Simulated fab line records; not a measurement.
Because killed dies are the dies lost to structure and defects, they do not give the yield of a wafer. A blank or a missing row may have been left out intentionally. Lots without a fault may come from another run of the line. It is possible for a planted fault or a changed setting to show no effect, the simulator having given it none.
Split-lot study + flow n5-finfet + on a route of 1938 steps: 7 lots, 21 wafers read

## THE SPLIT ITSELF
At N5_BEOL_M4_EXPOSE_25 (exposes mask V3, defocus 5 nm), the setting dose-mj was moved away from the recipe's 63 on 10 of the 21 wafers read, by -7.4% to +4.7%. All remaining wafers had this setting at the recipe value.

## FROM THE SPLIT TO THE READING: what the file shows between them, 2 steps
- N5_BEOL_M4_PEB_26: peb time 60 s
- N5_BEOL_M4_DEVELOP_27: develop time 30 s

## THE READING
cd-nm, in nm, at N5_BEOL_M4_CD_MEAS_28 (target cd 26.2 nm, target cd y 24.1 nm). On this fab line, fault-free wafers typically give 26.14 nm with a standard deviation of 0.26 nm.

| wafer  | tool, chamber at the split | dose-mj as run | against the recipe | cd-nm, nm | against lot-mates on the recipe |
|--------|----------------------------|----------------|--------------------|-----------|---------------------------------|
| L081.2 | euv-scanner-01, 0          | 63             | recipe             | 26.22     | -                               |
| L081.3 | euv-scanner-01, 0          | 63             | recipe             | 25.97     | -                               |
| L081.4 | euv-scanner-01, 0          | 65.11          | +3.3%              | 26.84     | +0.75                           |
| L082.1 | euv-scanner-02, 0          | 58.35          | -7.4%              | 24.72     | no lot-mate on the recipe       |
| L082.4 | euv-scanner-02, 0          | 58.35          | -7.4%              | 24.92     | no lot-mate on the recipe       |
| L082.5 | euv-scanner-02, 0          | 58.35          | -7.4%              | 24.85     | no lot-mate on the recipe       |
| L083.1 | euv-scanner-01, 0          | 63             | recipe             | 26.58     | -                               |
| L083.4 | euv-scanner-01, 0          | 63             | recipe             | 26.15     | -                               |
| L083.6 | euv-scanner-01, 0          | 63             | recipe             | 26.64     | -                               |
| L089.2 | euv-scanner-01, 0          | 63             | recipe             | 25.93     | -                               |
| L089.3 | euv-scanner-01, 0          | 64.44          | +2.3%              | 26.67     | +0.54                           |
| L089.6 | euv-scanner-01, 0          | 63             | recipe             | 26.33     | -                               |
| L092.4 | euv-scanner-02, 0          | 63             | recipe             | 26.22     | -                               |
| L092.5 | euv-scanner-02, 0          | 63             | recipe             | 25.87     | -                               |
| L092.6 | euv-scanner-02, 0          | 64.37          | +2.2%              | 26.36     | +0.31                           |
| L094.2 | euv-scanner-01, 0          | 65.97          | +4.7%              | 26.49     | no lot-mate on the recipe       |
| L094.4 | euv-scanner-01, 0          | 65.97          | +4.7%              | 26.76     | no lot-mate on the recipe       |
| L094.6 | euv-scanner-01, 0          | 65.97          | +4.7%              | 26.93     | no lot-mate on the recipe       |
| L093.1 | euv-scanner-02, 0          | 63             | recipe             | 26.33     | -                               |
| L093.3 | euv-scanner-02, 0          | 63             | recipe             | 26.32     | -                               |
| L093.5 | euv-scanner-02, 0          | 59.38          | -5.7%              | 24.64     | -1.68                           |

FIT RESULTS
A straight line over all 21 wafers: cd-nm changes by +0.176 nm for each +1% of dose-mj; r = +0.93; the points scatter about the line by 0.26 nm.
The same after taking each lot's own level away (the mean of its wafers on the recipe; 15 wafers): +0.262 nm for each +1%; r = +0.95; scatter 0.18 nm.
Per that fit: largest dose-mj move, reading shift of 1.9 nm.
From 26.045 to 26.457 nm: that is the span of the lots' own levels, equal to 1.6 times the standard deviation above.
So the lot-to-lot level changes the slope: the two fits differ.
Check: with one of the wafers moved furthest among these (-5.7%) left out of the fit, the line predicts -1.21 nm for it against its lot-mates. It came out at -1.68 nm against them.

## THESE WAFERS: OTHER SPLITS
These wafers also went through other splits before the reading. Each is held against what the fit with the lots' levels taken away leaves over:
| other split on the same wafers       | wafers away from the commonest value | r with cd-nm (lot level and that fit taken away) |
|--------------------------------------|--------------------------------------|--------------------------------------------------|
| N5_MOL_CONTACT_COAG_COAT_76 spin-rpm | 8                                    | +0.20                                            |
| N5_MOL_CONTACT_COAG_COAT_63 spin-rpm | 7                                    | +0.14                                            |
| N5_BEOL_M0_SAQP_ETCH_107 bias-w      | 6                                    | -0.38                                            |
| N5_BEOL_M1_ETCH_64 bias-w            | 8                                    | +0.17                                            |
| N5_BEOL_M1_COAT_22 spin-rpm          | 6                                    | -0.50                                            |
| N5_BEOL_M2_COAT_22 spin-rpm          | 10                                   | +0.12                                            |
| N5_BEOL_M3_COAT_76 spin-rpm          | 9                                    | +0.00                                            |
| N5_BEOL_M3_COAT_22 spin-rpm          | 4                                    | -0.21                                            |

## FILE'S OWN FIT
cd-nm changes by +0.26 nm for each +1% of dose-mj, r = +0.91.
